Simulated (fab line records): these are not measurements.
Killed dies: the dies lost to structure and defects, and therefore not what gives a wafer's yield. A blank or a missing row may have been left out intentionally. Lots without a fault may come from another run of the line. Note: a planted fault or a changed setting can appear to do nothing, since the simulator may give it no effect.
Matching of chambers || flow nand-harc || NHARC_P_GATE_DESCUM_48 on rie-diel-06: 4 sister chambers
The step chemistry O2, time 3 s. 8 wafers are shown with their chamber, then 9 later ones without.

## WAFERS, EACH WITH ITS CHAMBER
{"wafer": "L523.5", "chamber": 1, "oes-product-au (a.u.)": 0.982, "rf-vpp-V (V)": 57.7}
{"wafer": "L528.4", "chamber": 1, "oes-product-au (a.u.)": 0.994, "rf-vpp-V (V)": 59.1}
{"wafer": "L538.2", "chamber": 3, "oes-product-au (a.u.)": 0.998, "rf-vpp-V (V)": 57.2}
{"wafer": "L538.4", "chamber": 2, "oes-product-au (a.u.)": 1.014, "rf-vpp-V (V)": 58.1}
{"wafer": "L538.5", "chamber": 2, "oes-product-au (a.u.)": 1.016, "rf-vpp-V (V)": 58.8}
{"wafer": "L541.1", "chamber": 3, "oes-product-au (a.u.)": 0.991, "rf-vpp-V (V)": 56.9}
{"wafer": "L541.2", "chamber": 0, "oes-product-au (a.u.)": 0.999, "rf-vpp-V (V)": 57.5}
{"wafer": "L541.6", "chamber": 0, "oes-product-au (a.u.)": 0.993, "rf-vpp-V (V)": 59.1}

## WAFERS MISSING THEIR CHAMBER
{"wafer": "L542.1", "oes-product-au (a.u.)": 0.999, "rf-vpp-V (V)": 58.7}
{"wafer": "L542.2", "oes-product-au (a.u.)": 1.017, "rf-vpp-V (V)": 57.4}
{"wafer": "L542.6", "oes-product-au (a.u.)": 1.000, "rf-vpp-V (V)": 57.9}
{"wafer": "L546.1", "oes-product-au (a.u.)": 0.990, "rf-vpp-V (V)": 57.7}
{"wafer": "L546.2", "oes-product-au (a.u.)": 1.014, "rf-vpp-V (V)": 57.8}
{"wafer": "L546.6", "oes-product-au (a.u.)": 0.985, "rf-vpp-V (V)": 58.4}
{"wafer": "L545.1", "oes-product-au (a.u.)": 1.016, "rf-vpp-V (V)": 57.9}
{"wafer": "L545.4", "oes-product-au (a.u.)": 1.014, "rf-vpp-V (V)": 58.0}
{"wafer": "L545.5", "oes-product-au (a.u.)": 0.992, "rf-vpp-V (V)": 58.3}

## THE CHAMBER EACH PASSED THROUGH
{"wafer": "L542.1", "from the rows above": "can't be placed: 0 or 1 or 3", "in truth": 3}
{"wafer": "L542.2", "from the rows above": 2, "in truth": 2}
{"wafer": "L542.6", "from the rows above": "can't be placed: 0 or 3 or 1 or 2", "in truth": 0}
{"wafer": "L546.1", "from the rows above": "can't be placed: 1 or 3 or 0", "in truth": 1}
{"wafer": "L546.2", "from the rows above": 2, "in truth": 2}
{"wafer": "L546.6", "from the rows above": "can't be placed: 1 or 0 or 3", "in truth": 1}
{"wafer": "L545.1", "from the rows above": 2, "in truth": 2}
{"wafer": "L545.4", "from the rows above": 2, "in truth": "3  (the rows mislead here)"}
{"wafer": "L545.5", "from the rows above": "can't be placed: 0 or 1 or 3", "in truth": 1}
Correct placement for 3 of the 9. Not placeable from these rows: 5 (in 5, the candidates include the true chamber). Placed wrongly: 1.
How it was worked out, from the rows above alone: a wafer's distance from a chamber is the root of the sum, over the readings, of the square of ((its reading less the chamber's mean) divided by the reading's scatter). If the next closest chamber is less than 2 further off than the closest, the wafer can't be placed; otherwise it belongs to the closest. A chamber's mean is the mean of its shown wafers. The scatter is the square root of a quotient: the sum, over the shown wafers, of each reading's squared deviation from its chamber's mean, divided by wafers minus chambers.
